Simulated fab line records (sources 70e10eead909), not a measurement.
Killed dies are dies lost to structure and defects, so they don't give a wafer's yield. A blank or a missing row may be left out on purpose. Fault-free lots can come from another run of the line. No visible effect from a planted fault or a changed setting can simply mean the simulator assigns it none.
Which tool is to blame? | flow nand-harc | Sampling: 14 lots, 40 wafers, 5 of 1302 route steps

== WHAT THE GAUGES SHOWED, per wafer ==
NHARC_A_WL_FILL_INSPECT_15.
lot  | measured     | on                | raw-defect-count
L596 | day 21 13:10 | defect-inspect-01 | 568 471 559
L597 | day 21 18:03 | defect-inspect-01 | 380 296 303
L600 | day 22 15:14 | defect-inspect-01 | 518 418 343
L599 | day 22 15:23 | defect-inspect-01 | 420 382 373
L604 | day 24 14:46 | defect-inspect-01 | 422 365
L608 | day 25 21:52 | defect-inspect-02 | 218 307 260
L609 | day 25 21:52 | defect-inspect-01 | 515 440
L611 | day 26 22:02 | defect-inspect-01 | 370 437 433
L614 | day 28 22:28 | defect-inspect-02 | 349 286 313
L615 | day 29 01:34 | defect-inspect-02 | 765 597 599
L616 | day 29 20:37 | defect-inspect-02 | 432 503 507
L617 | day 29 20:40 | defect-inspect-02 | 362 431 383
L618 | day 30 08:43 | defect-inspect-01 | 749 601 941
L619 | day 30 11:35 | defect-inspect-01 | 413 400 411

NHARC_A_CONTACT_OVL_MEAS_43.
lot  | measured     | on         | overlay-x-nm (nm) | overlay-y-nm (nm)
L596 | day 21 18:45 | overlay-02 | 0.9 1.2 1.3       | -1.7 -1.1 -1.4
L597 | day 22 00:26 | overlay-02 | -1.2 -0.4 -0.7    | 0.8 0.8 0.1
L600 | day 22 20:59 | overlay-01 | 0.4 0.6 0.1       | 1.4 0.4 0.2
L599 | day 22 21:09 | overlay-02 | 0.8 0.8 0.4       | 1.0 1.6 1.9
L604 | day 24 21:36 | overlay-02 | -1.0 -0.3         | 0.2 0.4
L608 | day 26 04:34 | overlay-01 | -1.3 -2.1 -2.0    | 0.2 0.1 0.2
L609 | day 26 05:06 | overlay-02 | 0.4 0.6           | -1.2 -1.2
L611 | day 27 03:53 | overlay-02 | 0.9 0.8 1.2       | -0.8 -0.6 -0.8
L614 | day 29 06:44 | overlay-02 | -1.1 -1.3 -0.3    | 0.8 0.7 0.6
L615 | day 29 09:24 | overlay-01 | -0.3 -0.8 -0.5    | -0.1 -0.1 -0.2
L616 | day 30 02:22 | overlay-01 | -1.2 -1.4 -1.4    | 0.3 0.1 0.1
L617 | day 30 02:53 | overlay-01 | 0.4 0.1 -0.2      | 0.0 -0.3 0.0
L618 | day 30 14:23 | overlay-02 | 0.6 0.0 0.2       | -0.2 -0.7 -0.9
L619 | day 30 20:30 | overlay-01 | 1.6 1.6 1.0       | 0.4 0.5 0.0

NHARC_END_SORT_01.
lot  | measured     | on        | killed-at-array | killed-at-other | killed-at-periphery | killed-dies | killed-open | killed-short
L604 | day 28 00:35 | prober-01 | 50 115          | 2 0             | 2 3                 | 54 118      | 5 2         | 4 0
L608 | day 29 05:23 | prober-01 | 16 19 96        | 0 0 0           | 1 2 3               | 17 21 99    | 1 3 5       | 2 2 1
L619 | day 33 21:13 | prober-02 | 55 44 55        | 0 0 1           | 3 3 3               | 58 47 59    | 2 3 4       | 3 0 2

== TOOL THAT RAN EACH LOT (tool first, then ch and the chambers of the sampled wafers, then the start) ==
lot  | NHARC_A_CONTACT_ETCH_50            | NHARC_A_CONTACT_ETCH_112
L596 | rie-diel-05 ch 1,3, day 21 19:23   | har-cap-etch-03 ch 0,1, day 21 21:00
L597 | rie-diel-10 ch 0,3, day 22 01:04   | har-cap-etch-02 ch 0,1, day 22 02:36
L600 | rie-diel-01 ch 2,3, day 22 21:36   | har-cap-etch-03 ch 0,1, day 22 23:08
L599 | rie-diel-10 ch 0,1,2, day 22 21:46 | har-cap-etch-01 ch 0,1, day 22 23:32
L604 | rie-diel-05 ch 1, day 24 22:14     | har-cap-etch-01 ch 0,1, day 24 23:52
L608 | rie-diel-05 ch 1,2,3, day 26 05:12 | har-cap-etch-02 ch 0,1, day 26 06:53
L609 | rie-diel-05 ch 0,2, day 26 07:09   | har-cap-etch-03 ch 0,1, day 26 08:41
L611 | rie-diel-01 ch 0,1, day 27 04:31   | har-cap-etch-02 ch 0,1, day 27 06:05
L614 | rie-diel-05 ch 0,1, day 29 07:21   | har-cap-etch-02 ch 0,1, day 29 08:51
L615 | rie-diel-05 ch 2,3, day 29 10:01   | har-cap-etch-03 ch 0,1, day 29 11:32
L616 | rie-diel-05 ch 0,2,3, day 30 03:02 | har-cap-etch-03 ch 0,1, day 30 04:33
L617 | rie-diel-05 ch 0,1,2, day 30 04:14 | har-cap-etch-01 ch 0,1, day 30 05:44
L618 | rie-diel-01 ch 1,2,3, day 30 15:01 | har-cap-etch-01 ch 1, day 30 16:30
L619 | rie-diel-05 ch 0,3, day 30 21:13   | har-cap-etch-02 ch 0,1, day 30 22:47
- NHARC_A_CONTACT_ETCH_50: etches the open film in CF4/CHF3, target depth 121 nm, time 60.5 s.
- NHARC_A_CONTACT_ETCH_112: etches the open film in C4F8/O2/Ar, time 190 s, target depth 1850 nm.

== WHAT THE TOOLS THEMSELVES READ (means of the sampled wafers that have a number; where no wafer has one, the mark that the record gives instead) ==
NHARC_A_CONTACT_ETCH_50.
lot  | tool        | drypump-motor-current-A (A) | oes-product-au (a.u.) | rf-vpp-V (V) | run-length-s (s) | showerhead-plenum-p-Torr (Torr) | throttle-valve-pct (%)
L596 | rie-diel-05 | 5.8                         | 0.972                 | 371.5        | 82.4             | 1.62                            | 16.806
L597 | rie-diel-10 | 5.7                         | 0.966                 | 372.3        | 81.5             | 1.64                            | 16.810
L600 | rie-diel-01 | 5.7                         | 0.928                 | 373.4        | 81.9             | 1.66                            | 16.805
L599 | rie-diel-10 | 5.5                         | 0.975                 | 373.0        | 81.3             | 1.65                            | 16.803
L604 | rie-diel-05 | 6.0                         | 0.910                 | 370.3        | 76.2             | 1.59                            | 16.804
L608 | rie-diel-05 | 5.9                         | 0.969                 | 371.0        | 78.2             | 1.57                            | 16.798
L609 | rie-diel-05 | 5.9                         | 0.954                 | 369.6        | 76.2             | 1.54                            | 16.802
L611 | rie-diel-01 | 5.2                         | 0.977                 | 370.3        | 82.2             | 1.55                            | 16.804
L614 | rie-diel-05 | 5.9                         | 0.954                 | 370.4        | 81.6             | 1.59                            | 16.804
L615 | rie-diel-05 | 5.8                         | 0.969                 | 371.0        | 82.3             | 1.59                            | 16.803
L616 | rie-diel-05 | 5.8                         | 0.969                 | 370.6        | 82.3             | 1.56                            | 16.810
L617 | rie-diel-05 | 5.9                         | 0.953                 | 369.3        | 81.7             | 1.55                            | 16.801
L618 | rie-diel-01 | 5.9                         | 0.929                 | 371.4        | 82.0             | 1.61                            | 16.795
L619 | rie-diel-05 | 5.7                         | 0.956                 | 371.4        | 82.1             | 1.60                            | 16.802

== THE ANSWER, worked out from the rows above alone ==
Rule: the usual values come from the lots themselves. The widest of any qualifying gaps counts: lots, ordered by their means at a reading, are off when they make up no more than a third of the lots, leave a main group of 4 or more, and stand apart from it by 3 or more times the standard deviation of that group's means. If all means in a main group match to the digits the tables above print for the reading, that group is not used. Also off: a lot with no number at a reading for which 4 or more lots have one. The other lots that the step has rows for count as sound. Order of review: gauges by route order, followed by the tools' own readings, for which a lot's mean as printed above is used. The first step at which some lot is off is used, and at that step the reading that is off furthest; a lot without a number counts as furthest.
Off: L604, L608, L609, at NHARC_A_CONTACT_ETCH_50 (run-length-s). The main group: mean 81.9 s, standard deviation 0.35.
A tool fits if, at that step or a process step before it, it ran every lot that is off, and no sound lot after the first of them. Of those tried, none fits.

== WHAT THE SIMULATOR PUT IN ==
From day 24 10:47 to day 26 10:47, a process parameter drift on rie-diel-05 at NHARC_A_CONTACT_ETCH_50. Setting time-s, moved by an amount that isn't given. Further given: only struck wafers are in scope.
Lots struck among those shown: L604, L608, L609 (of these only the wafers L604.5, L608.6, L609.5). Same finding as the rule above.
